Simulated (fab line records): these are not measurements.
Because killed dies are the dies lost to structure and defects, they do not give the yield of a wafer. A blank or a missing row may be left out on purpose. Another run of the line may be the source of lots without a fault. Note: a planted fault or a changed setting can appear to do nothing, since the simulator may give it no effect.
fab line records    flow nand_harc
record lots=5  wafers=15  last_day=24
route steps=1159 shown A_M0@1005 END@1159
lots that met no fault: taken from a fault-free run of the same line
start_h: the number of hours between the record's first day and the start of the first shown wafer of the lot    wait_h: hours since the lot's step before    " as in the row above    L1.1+2: a row that stands for several wafers    - no value, or no start was given    * or withheld: withheld    < > ~ a bound
route shown NAME@n: names a module that has steps shown in the file, with the first one's number in the route    usual: mean and standard deviation over wafers with no fault    same: alike in all rows    chamber/n: place in a boat    sites: readings site by site    _std_site: standard deviation of those values    _edge_site: mean of outer sites minus mean of inner sites    radius_mm: how far each site lies from the wafer's centre    mask NAME#n: copy n    behind: tool/chamber where the wafer was last shaped    hold: cause of the lot's hold/its duration in hours/its outcome    device: whichever transistor did not switch (one of n, p or np)    end of line: the tests these same wafers got at the end of their route    step lacking rows: just its recipe    killed: at the first sort, the dies lost to defects and structure; wafer yield is something else    map: per-die view of a wafer (x killed, . not killed, _ where there is no die)
set.NAME: the setting that was run; set.NAME@STEP: the one run at that earlier step    model.NAME: the simulator's own value behind a step, which no gauge read
a table for each step, a row for each wafer; lots at some steps of the route
services: from which hour (start_h, from the record's first day; less than 0 if before it) a tool's chamber was out of use, for how many hours, and why
## steps
# step NHARC_A_M0_OVL_MEAS_10
# recipe pitch_nm=160
# usual overlay_x_nm=0.4/0.87  overlay_y_nm=0.3/0.92
lot.wafer  tool        chamber  start_h  wait_h  overlay_x_nm  overlay_y_nm
L265.1     overlay-02  -        401.90   -       1.8           0.5
L265.4     "           -        "        "       1.3           0.1
L265.6     "           -        "        "       1.3           0.3
L274.3     overlay-02  -        462.60   -       0.0           0.5
L274.5     "           -        "        "       -0.5          0.1
L274.6     "           -        "        "       -0.2          -0.1
L277.2     overlay-01  -        480.41   -       1.1           -0.1
L277.4     "           -        "        "       1.8           -0.1
L277.6     "           -        "        "       2.0           -0.1
L285.1     overlay-02  -        525.53   -       1.3           0.7
L285.3     "           -        "        "       1.1           1.0
L285.4     "           -        "        "       1.1           0.7
L287.3     overlay-02  -        528.38   -       -0.2          -0.3
L287.4     "           -        "        "       -0.6          -0.6
L287.6     "           -        "        "       -0.6          -0.5
# step NHARC_A_M0_INSPECT_11
# usual raw_defect_count=31/12
lot.wafer  tool               chamber  start_h  wait_h  raw_defect_count
L265.1     defect_inspect-02  -        401.93   0.0     7
L265.4     "                  -        "        "       8
L265.6     "                  -        "        "       6
L274.3     defect_inspect-02  -        462.65   0.1     46
L274.5     "                  -        "        "       56
L274.6     "                  -        "        "       39
L277.2     defect_inspect-01  -        480.45   0.0     29
L277.4     "                  -        "        "       28
L277.6     "                  -        "        "       53
L285.1     defect_inspect-02  -        525.58   0.1     40
L285.3     "                  -        "        "       54
L285.4     "                  -        "        "       39
L287.3     defect_inspect-01  -        528.42   0.0     40
L287.4     "                  -        "        "       54
L287.6     "                  -        "        "       26
# step NHARC_A_M0_DESCUM_14
# recipe time_s=3  o2_flow_sccm=200  ar_flow_sccm=0  bias_power_w=0  chemistry=O2
# usual drypump_motor_current_A=6.0/0.37  oes_product_au=0.999/0.0079  rf_vpp_V=58.0/0.95  showerhead_plenum_p_Torr=1.94/0.086  throttle_valve_pct=11.312/0.0094
lot.wafer  tool         chamber  start_h  wait_h  drypump_motor_current_A  oes_product_au  rf_hours_counter_h  rf_vpp_V  showerhead_plenum_p_Torr  throttle_valve_pct
L265.4     rie_diel-02  0        402.00   0.1     6.3                      0.999           4.0                 59.9      2.06                      11.311
L265.1     "            1        "        "       6.7                      1.009           3.8                 57.5      1.93                      11.309
L265.6     "            0        "        "       6.4                      0.996           -                   58.6      2.06                      11.320
L274.3     rie_diel-11  1        462.73   0.1     5.5                      1.002           5.5                 58.4      2.02                      11.323
L274.6     "            3        "        "       6.4                      0.996           -                   56.8      1.93                      11.313
L274.5     "            0        "        "       5.7                      0.984           -                   58.6      1.85                      11.306
L277.2     rie_diel-02  0        480.51   0.1     6.3                      1.005           9.8                 58.8      2.06                      11.297
L277.4     "            3        "        "       5.7                      0.997           10.2                58.1      1.90                      11.309
L277.6     "            1        "        "       6.7                      0.998           -                   58.4      1.93                      11.307
L285.1     rie_diel-02  1        525.64   0.1     6.7                      1.012           0.8                 57.4      1.93                      11.317
L285.3     "            2        "        "       6.2                      1.003           0.8                 57.7      1.98                      11.310
L285.4     "            0        "        "       6.3                      1.012           0.8                 57.9      2.06                      11.337
L287.4     rie_diel-08  0        528.49   0.1     5.7                      0.995           2.1                 56.9      1.81                      11.311
L287.3     "            1        "        "       6.3                      0.998           2.0                 58.5      2.04                      11.315
L287.6     "            0        "        "       5.7                      1.001           -                   58.4      1.81                      11.293
# step NHARC_A_M0_ETCH_34
# recipe target_depth_a=400  overetch_a=120  time_s=43.94  ion_energy_ev=200  n2_flow_sccm=150  h2_flow_sccm=150  ar_flow_sccm=0  rf_w=400  bias_w=150  chemistry=N2/H2
# step NHARC_A_M0_ETCH_15
# recipe target_depth_a=1500  overetch_a=150  time_s=82.5  c4f8_flow_sccm=withheld  ar_flow_sccm=400  rf_w=600  bias_w=300  chemistry=C4F8/Ar
# step NHARC_A_M0_CD_MEAS_16
# usual cd_nm=79.9/0.66
lot.wafer  tool       chamber  start_h  wait_h  cd_nm
L265.1     cd_sem-03  -        402.30   -       79.7
L265.4     "          -        "        "       80.0
L265.6     "          -        "        "       80.9
L274.3     cd_sem-01  -        463.02   -       79.7
L274.5     "          -        "        "       79.3
L274.6     "          -        "        "       80.0
L277.2     cd_sem-03  -        480.81   -       80.7
L277.4     "          -        "        "       81.0
L277.6     "          -        "        "       80.6
L285.1     cd_sem-02  -        525.94   -       80.2
L285.3     "          -        "        "       80.7
L285.4     "          -        "        "       80.6
L287.3     cd_sem-01  -        528.79   -       79.8
L287.4     "          -        "        "       79.4
L287.6     "          -        "        "       80.4
# step NHARC_A_M0_STRIP_18
# recipe power_w=1000  n2_flow_sccm=150  h2_flow_sccm=150  ar_flow_sccm=0  bias_w=0  chemistry=N2/H2
# step NHARC_A_M0_STRIP_19
# recipe time_s=600  temp_c=30  chemistry=post_etch_residue_remover
# step NHARC_A_M0_DEGAS_28
# recipe temp_c=250  time_s=60
# usual heater_power_w=317/26
lot.wafer  tool            chamber  start_h  wait_h  heater_power_w
L265.1     pvd_sputter-03  -        402.99   -       338
L265.4     "               -        "        "       327
L265.6     "               -        "        "       349
L274.3     pvd_sputter-02  -        463.65   -       274
L274.6     "               -        "        "       296
L274.5     "               -        "        "       311
L277.2     pvd_sputter-03  -        481.43   -       341
L277.4     "               -        "        "       295
L277.6     "               -        "        "       310
L285.1     pvd_sputter-01  -        526.56   -       351
L285.4     "               -        "        "       316
L285.3     "               -        "        "       307
L287.3     pvd_sputter-02  -        529.42   -       337
L287.4     "               -        "        "       302
L287.6     "               -        "        "       336
# step NHARC_A_M0_PRE_CLEAN_29
# recipe time_s=30  temp_c=280  gas=H2/He
# usual heater_power_w=392/33
lot.wafer  tool            chamber  start_h  wait_h  heater_power_w
L265.4     pvd_sputter-03  -        -        -       423
L265.1     "               -        "        "       405
L265.6     "               -        "        "       427
L274.3     pvd_sputter-02  -        -        -       366
L274.5     "               -        "        "       358
L274.6     "               -        "        "       381
L277.2     pvd_sputter-03  -        -        -       420
L277.4     "               -        "        "       454
L277.6     "               -        "        "       363
L285.3     pvd_sputter-01  -        -        -       371
L285.1     "               -        "        "       383
L285.4     "               -        "        "       336
L287.3     pvd_sputter-02  -        -        -       362
L287.4     "               -        "        "       382
L287.6     "               -        "        "       339
# step NHARC_A_M0_PVD_20
# recipe target_thk_a=50  bias_v=168.6  power_w=15000  chamber_pressure_pa=0.12  time_s=8.06  substrate_temp_c=50  material=TaN
# usual throttle_valve_pct=30.1/0.98
lot.wafer  tool            chamber  start_h  wait_h  throttle_valve_pct
L265.1     pvd_sputter-03  -        -        -       30.5
L265.4     "               -        "        "       29.8
L265.6     "               -        "        "       30.7
L274.3     pvd_sputter-02  -        -        -       28.7
L274.6     "               -        "        "       30.0
L274.5     "               -        "        "       29.3
L277.2     pvd_sputter-03  -        -        -       29.9
L277.4     "               -        "        "       30.3
L277.6     "               -        "        "       29.6
L285.3     pvd_sputter-01  -        -        -       29.4
L285.1     "               -        "        "       29.8
L285.4     "               -        "        "       30.2
L287.4     pvd_sputter-02  -        -        -       29.9
L287.3     "               -        "        "       30.0
L287.6     "               -        "        "       30.0
# step NHARC_A_M0_PVD_21
# recipe target_thk_a=300  chamber_pressure_pa=5  power_w=5000  substrate_temp_c=30  time_s=20.49  material=Cu
# step NHARC_A_M0_ECD_22
# recipe target_thk_a=4000  bath_temp_c=25  material=Cu
lot.wafer   tool       chamber  start_h  wait_h
L265.1+4+6  ecd_cu-02  1,1,0    403.40   -
L274.3+5+6  ecd_cu-01  0,0,1    464.09   -
L277.2+4+6  ecd_cu-01  1        481.79   -
L285.1+4+3  ecd_cu-01  0,0,1    527.01   -
L287.4+3+6  ecd_cu-02  1,0,0    529.88   -
# step NHARC_A_M0_ANNEAL_30
# recipe temp_c=225  time_s=90
# usual anneal_temp_c=225.01/0.2  wafer_temp_C_max=226.1/0.35
lot.wafer  tool           chamber  start_h  wait_h  anneal_temp_c  wafer_temp_C_max
L265.1     rtp_anneal-02  0        403.75   -       225.00         225.9
L265.4     "              0        "        "       225.16         226.0
L265.6     "              0        "        "       225.21         226.7
L274.3     rtp_anneal-01  0        464.47   -       225.11         226.3
L274.5     "              0        "        "       225.23         226.4
L274.6     "              0        "        "       225.47         226.0
L277.2     rtp_anneal-01  0        482.22   0.4     224.60         226.2
L277.4     "              0        "        "       224.86         226.3
L277.6     "              0        "        "       224.81         226.1
L285.1     rtp_anneal-02  0        527.58   0.5     224.96         225.9
L285.3     "              0        "        "       224.81         225.8
L285.4     "              0        "        "       224.98         225.7
L287.3     rtp_anneal-02  0        530.26   -       225.26         225.6
L287.4     "              0        "        "       224.92         225.4
L287.6     "              0        "        "       224.70         225.8
# step NHARC_A_M0_CMP_23
# recipe t_overpolish_s=20  target_thk_nm=113.75
# usual edge_zone_pressure_frac=1.001/0.0052  motor_current_A=12.3/1.3  time_to_endpoint_s=28.9/2.1
lot.wafer  tool    chamber  start_h  wait_h  edge_zone_pressure_frac  motor_current_A  time_to_endpoint_s
L265.1     cmp-04  2        404.11   -       0.993                    12.3             24.1
L265.4     "       0        "        "       1.004                    11.2             29.2
L265.6     "       2        "        "       0.999                    12.1             29.2
L274.3     cmp-04  0        464.71   -       1.000                    11.6             30.2
L274.5     "       0        "        "       1.002                    11.7             31.6
L274.6     "       1        "        "       1.009                    12.9             30.9
L277.4     cmp-03  1        482.55   -       0.996                    14.7             25.2
L277.2     "       3        "        "       0.996                    13.2             27.6
L277.6     "       1        "        "       1.002                    14.4             25.0
L285.4     cmp-03  3        527.92   -       1.004                    13.1             29.2
L285.3     "       0        "        "       0.997                    11.3             29.7
L285.1     "       1        "        "       0.996                    14.9             30.0
L287.3     cmp-01  3        530.50   -       1.000                    10.7             18.4
L287.4     "       0        "        "       1.006                    14.3             21.6
L287.6     "       3        "        "       1.002                    10.6             30.2
# step NHARC_A_M0_THK_MEAS_24
# recipe thk_meas_gauge=xrf
# usual thk_nm=114.1/1.3
lot.wafer  tool           chamber  start_h  wait_h  thk_nm
L265.1     film_metro-02  -        404.43   -       111.3
L265.4     "              -        "        "       114.6
L265.6     "              -        "        "       112.7
L274.3     film_metro-01  -        465.02   -       114.8
L274.5     "              -        "        "       113.7
L274.6     "              -        "        "       116.2
L277.2     film_metro-01  -        482.83   -       115.2
L277.4     "              -        "        "       114.7
L277.6     "              -        "        "       116.0
L285.1     film_metro-02  -        528.23   -       111.5
L285.3     "              -        "        "       112.9
L285.4     "              -        "        "       116.1
L287.3     film_metro-01  -        530.82   -       112.9
L287.4     "              -        "        "       114.0
L287.6     "              -        "        "       112.8
# step NHARC_END_SORT_01
# recipe temp_c=25
# usual defect_limited_yield=95.2/1.4  killed_at_array=28/8.9  killed_at_other=0.8/1.2  killed_at_periphery=3.3/2.3  killed_dies=32/9.4  killed_open=3.2/1.8  killed_short=1.9/1.4  sort_bin_2_pct=1.4/0.56  sort_bin_3_pct=0.26/0.21  sort_bin_4_pct=3.1/1  sort_n_pass=645/9.4  sort_rim_yield_pct=95.7/2.4  sort_yield_pct=95.2/1.4
# same gross_dies=677  sort_bin_5_pct[%]=0  sort_bin_6_pct[%]=0  sort_bin_7_pct[%]=0  sort_bin_8_pct[%]=0  sort_rim_n_gross=106.00
lot.wafer  tool       chamber  start_h  wait_h  defect_limited_yield[%]  killed_at_array  killed_at_other  killed_at_periphery  killed_dies  killed_open  killed_short  sort_bin_2_pct[%]  sort_bin_3_pct[%]  sort_bin_4_pct[%]  sort_n_pass  sort_rim_yield_pct[%]  sort_yield_pct[%]
L274.3     prober-01  0        504.35   3.1     92.9                     41               2                5                    48           4            4             1.8                0.59               4.7                629          92.5                   92.9
L274.5     prober-01  0        505.97   3.8     93.2                     46               0                0                    46           3            2             2.5                0                  4.3                631          88.7                   93.2
L274.6     prober-01  0        506.78   4.1     95.1                     32               1                0                    33           0            2             1.5                0.44               3.0                644          97.2                   95.1
L277.2     prober-02  0        519.06   2.8     95.4                     31               0                0                    31           2            2             2.2                0                  2.4                646          93.4                   95.4
L277.4     prober-02  0        520.65   3.4     95.0                     32               0                2                    34           4            5             1.8                0.44               2.8                643          98.1                   95.0
L277.6     prober-02  0        522.23   4.0     93.6                     43               0                0                    43           2            1             1.0                0.59               4.7                634          97.2                   93.6
# killed by level:class
L274.3 A_CHANNEL_HOLE_D1:chamber_film_flake=14 A_SLIT:chamber_film_flake=10 A_STAIRCASE:chamber_film_flake=6 A_CONTACT:geometric_particle:open=4 P_CONTACT:chamber_film_flake=4 A_ONON_D1:geometric_particle:short=2 A_CONTACT:chamber_film_flake=2 THIN_TSV:chamber_film_flake=2
L274.5 A_CHANNEL_HOLE_D1:chamber_film_flake=18 A_SLIT:chamber_film_flake=12 A_STAIRCASE:chamber_film_flake=7 A_CONTACT:chamber_film_flake=4 A_WL_FILL:geometric_particle:open=2 A_ONON_D1:geometric_particle:short=1 A_STAIRCASE:geometric_particle:open=1 A_CONTACT:geometric_particle:short=1
L274.6 A_CHANNEL_HOLE_D1:chamber_film_flake=14 A_SLIT:chamber_film_flake=10 A_STAIRCASE:chamber_film_flake=3 A_CHANNEL_FILL_D1:geometric_particle:short=2 A_CONTACT:chamber_film_flake=2 A_BLC:chamber_film_flake=1 THIN_TSV:chamber_film_flake=1
L277.2 A_CHANNEL_HOLE_D1:chamber_film_flake=20 A_WL_FILL:geometric_particle:short=2 A_STAIRCASE:chamber_film_flake=2 A_WL_FILL:chamber_film_flake=2 A_CONTACT:chamber_film_flake=2 A_WL_FILL:geometric_particle:open=1 A_CONTACT:geometric_particle:open=1 A_SLIT:chamber_film_flake=1
L277.4 A_CHANNEL_HOLE_D1:chamber_film_flake=14 A_CONTACT:chamber_film_flake=6 A_WL_FILL:chamber_film_flake=3 A_ONON_D1:geometric_particle:short=2 A_M1:geometric_particle:open=2 A_STAIRCASE:chamber_film_flake=2 P_GATE:geometric_particle:short=1 P_M0:geometric_particle:open=1
L277.6 A_CHANNEL_HOLE_D1:chamber_film_flake=25 A_STAIRCASE:chamber_film_flake=6 A_CONTACT:chamber_film_flake=5 A_WL_FILL:chamber_film_flake=3 A_ONON_D1:geometric_particle:open=1 A_WL_FILL:geometric_particle:short=1 A_CONTACT:geometric_particle:open=1 A_ZERO_WELL:chamber_film_flake=1
## services
tool            chamber  start_h  hours  kind
pvd_sputter-01  -        378.20   1.3    repair
ecd_cu-01       -        380.52   2.4    repair
rie_diel-02     2        383.72   14.0   repair
pvd_sputter-02  -        392.00   10.0   pm
cmp-04          -        399.25   4.0    pm
cmp-03          -        408.06   3.0    repair
rie_diel-02     1        410.57   7.7    repair
pvd_sputter-03  -        424.30   1.7    repair
pvd_sputter-01  -        426.35   1.9    repair
ecd_cu-02       -        429.79   0.5    repair
cmp-04          -        430.30   1.9    repair
pvd_sputter-02  -        434.43   1.3    repair
cmp-04          -        435.33   8.0    repair
ecd_cu-01       -        439.93   2.2    repair
ecd_cu-01       -        448.00   8.0    pm
rie_diel-02     1        448.72   12.5   repair
rie_diel-02     0        448.92   6.9    repair
cmp-03          -        450.09   4.0    pm
pvd_sputter-02  -        456.78   1.3    repair
pvd_sputter-03  -        458.00   10.0   pm
pvd_sputter-02  -        495.71   1.8    repair
rie_diel-02     -        504.70   9.0    pm
pvd_sputter-01  -        514.01   10.0   pm
ecd_cu-01       -        527.92   1.4    repair
## key
first_sign step=NHARC_A_M0_CMP_23  reading=time_to_endpoint_s  direction=down  sigmas=4.2  usual=*  struck=*
effect none on later readings
met_at NHARC_A_M0_ECD_22
struck_wafers L287.3,L287.4
onset_between 403.40 529.88
fault kind=process_parameter_drift  tool=ecd_cu-02  chamber=-  onset_h=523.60  steps=NHARC_A_M0_ECD_22  channel=target_thk_a  offset=*  shape=step  end_h=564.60  scope=struck_wafers_only  acts_in=*  stated=*
